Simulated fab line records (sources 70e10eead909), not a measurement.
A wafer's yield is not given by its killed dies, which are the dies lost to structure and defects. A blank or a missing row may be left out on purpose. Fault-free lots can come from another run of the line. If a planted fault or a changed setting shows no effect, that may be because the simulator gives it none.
Code-filled problem report in 8D (eight disciplines) form || flow nand_harc || the parts of the form that need people (team, actions taken, sign-off) are left out

1. WHAT WENT WRONG
At NHARC_A_BLC_CD_MEAS_10, cd_nm averages 104.6 nm over 5 wafers from 3 lots, while fault-free wafers read 100.0 nm, standard deviation 0.47. Measured from the usual mean, that is +9.8 standard deviations.
The step: target cd 100 nm.
First observed at day 20 14:20: wafer L148.1, on cd_sem-02. At this step, 35 wafers from 12 lots have a number in the record. The rule behind "out" and "out of limits": a value lying over 4 standard deviations away from the usual mean. The other wafers with a number count as sound.

2. WHAT IT IS; WHAT IT IS NOT
{"question": "which readings at this step", "is": "cd_nm", "is not": "-"}
{"question": "which lots", "is": "L148, L149, L150", "is not": "L136, L138, L140, L141, L151, L152, L154, L155, L156"}
{"question": "which wafers of those lots", "is": "L148.1, L149.1, L149.2, L150.1, L150.2", "is not": "L148.4, L149.4, L150.6"}
{"question": "read on which gauges", "is": "cd_sem-01, cd_sem-02, cd_sem-03", "is not": "-"}
{"question": "when", "is": "from day 20 14:20", "is not": "up to then (13 sound wafers); but 17 sound wafers of L149, L150, L151, L152, L154, L155, L156 came after"}

3. THE SUSPECTS, EACH WITH WHAT RULES IT OUT
Counting: if a tool at a process step up to the reading ran every lot that is out, it stays a suspect. Sound lots after the first of them don't rule it out here, since some wafers of a struck lot are sound.
- the gauge at NHARC_A_BLC_CD_MEAS_10 has been ruled out. The wafers that are out were read on 3 gauges (cd_sem-01, cd_sem-02, cd_sem-03).
- litho_track-01 at NHARC_A_BLC_PEB_08 (peb time 65 s): kept. Ran every lot that is out, first one L148 (day 20 14:15); last sound lot up to then L141 (day 18 23:30).
Left after counting: litho_track-01 at NHARC_A_BLC_PEB_08.

4. THE CAUSE (what the simulator had put in)
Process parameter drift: litho_track-01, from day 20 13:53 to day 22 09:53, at NHARC_A_BLC_PEB_08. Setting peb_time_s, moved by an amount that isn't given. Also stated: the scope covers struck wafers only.
The count eliminated every tool but this one.

5. THE CHAIN OF EFFECTS, in route order
One row per reading whose mean, taken over the struck wafers that have a number, lies over 3 standard deviations from the usual. Only readings whose record carries a usual standard deviation are examined. hours: median over the lots of the time between each lot's start at the first step of this table that gives one and its start at this step. sigmas: the change, counted in usual standard deviations.
{"hours": 0, "step": "NHARC_A_BLC_CD_MEAS_10", "reading": "cd_nm", "usual": "100.0 nm", "on struck wafers": 104.6, "change": "+4.6", "sigmas": "+9.8"}
{"hours": 1, "step": "NHARC_A_BLC_CD_MEAS_19", "reading": "cd_nm", "usual": "100.3 nm", "on struck wafers": 105.7, "change": "+5.4", "sigmas": "+3.2"}
Later steps that measure or inspect, where all struck wafers having a row at the step show a number for every such reading and not one has moved that far: NHARC_END_SORT_01.

6. HOW IT WOULD HAVE BEEN CAUGHT EARLIER
The first out-of-limits reading at a measuring or inspecting step in this record came at day 20 14:20, 0 hours after the fault's start at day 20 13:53.
L150, L149, from the lots that are out (3), started NHARC_A_BLC_PEB_08 on litho_track-01 later than day 20 14:20. A hold on the tool at that time would have spared those 2.
